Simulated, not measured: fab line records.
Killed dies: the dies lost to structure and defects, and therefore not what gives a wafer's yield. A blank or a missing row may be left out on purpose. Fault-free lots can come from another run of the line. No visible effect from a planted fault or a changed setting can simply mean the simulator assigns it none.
Problem report, 8D (eight disciplines) form, completed by code + flow nand_harc + the parts of the form that need people (team, actions taken, sign-off) are left out

1. PROBLEM STATEMENT
cathode_dc_power_W at NHARC_A_M0_PVD_21 reads a mean of 5181.5 W on 2 wafers of 2 lots; wafers without a fault read 5000.0 W with a standard deviation of 0.93. So: +99 or more standard deviations from the usual mean.
The step: deposits Cu, target thk 30 nm, time 20.49 s.
Seen first at day 24 04:46 on pvd_sputter-01, wafer L572.6. At this step, 39 wafers from 13 lots have a number in the record. Rule for "out" (also "out of limits"): further than 4 standard deviations from the usual mean. Any other wafer with a number is counted as sound.

2. WHAT IT IS, AND WHAT IT ISN'T
| question                    | is                 | is not                                                                                             |
|-----------------------------|--------------------|----------------------------------------------------------------------------------------------------|
| which readings at this step | cathode_dc_power_W | throttle_valve_pct                                                                                 |
| which lots                  | L570, L572         | L560, L561, L562, L563, L565, L569, L574, L578, L579, L580, L582                                   |
| which wafers of those lots  | L570.6, L572.6     | L570.1, L570.2, L572.1, L572.2                                                                     |
| read on which tools         | pvd_sputter-01     | pvd_sputter-02, pvd_sputter-03                                                                     |
| when                        | from day 24 04:46  | up to then (20 sound wafers); but 17 sound wafers of L570, L574, L578, L579, L580, L582 came after |

3. THE SUSPECTS, EACH WITH WHAT RULES IT OUT
Counting: if a tool at a process step up to the reading ran every lot that is out, it stays a suspect. Sound lots after the first of them don't rule it out here, since some wafers of a struck lot are sound.
- pvd_sputter-01 at NHARC_A_M0_DEGAS_28 (time 60 s): kept. Ran every lot that is out, first one L572 (day 24 04:32); last sound lot up to then L569 (day 23 22:56).
- pvd_sputter-01 at NHARC_A_M0_PVD_21 (deposits Cu, target thk 30 nm, time 20.49 s): kept. Ran every lot that is out, first one L572 (day 24 04:46); last sound lot up to then L569 (day 23 23:10). On those wafers its own readings are out: cathode_dc_power_W.
Left after counting: pvd_sputter-01 at NHARC_A_M0_DEGAS_28, pvd_sputter-01 at NHARC_A_M0_PVD_21.

4. THE CAUSE (what the simulator had put in)
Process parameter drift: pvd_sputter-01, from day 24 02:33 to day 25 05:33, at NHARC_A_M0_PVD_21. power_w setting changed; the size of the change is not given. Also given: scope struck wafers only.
Counting leaves 2 suspects; this tool is one of them.

5. THE CHAIN OF EFFECTS, in route order
Each row: a reading whose mean over the struck wafers that have a number lies more than 3 standard deviations from the usual. Only readings for which the record gives a usual standard deviation are gone through. hours: the time from each lot's start at the first step in this table that gives one to its start at this step, as a median over the lots. sigmas: the change in usual standard deviations.
| hours | step              | reading            | usual    | on struck wafers | change | sigmas      |
|-------|-------------------|--------------------|----------|------------------|--------|-------------|
| 0     | NHARC_A_M0_PVD_21 | cathode_dc_power_W | 5000.0 W | 5181.5           | +181.5 | +99 or more |
It contains these process steps:
- NHARC_A_M0_PVD_21: deposits Cu, target thk 30 nm, time 20.49 s.

6. WHAT WOULD HAVE CAUGHT IT SOONER
First out-of-limits reading in this record: day 24 04:46, which is 2 hours after fault onset at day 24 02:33.
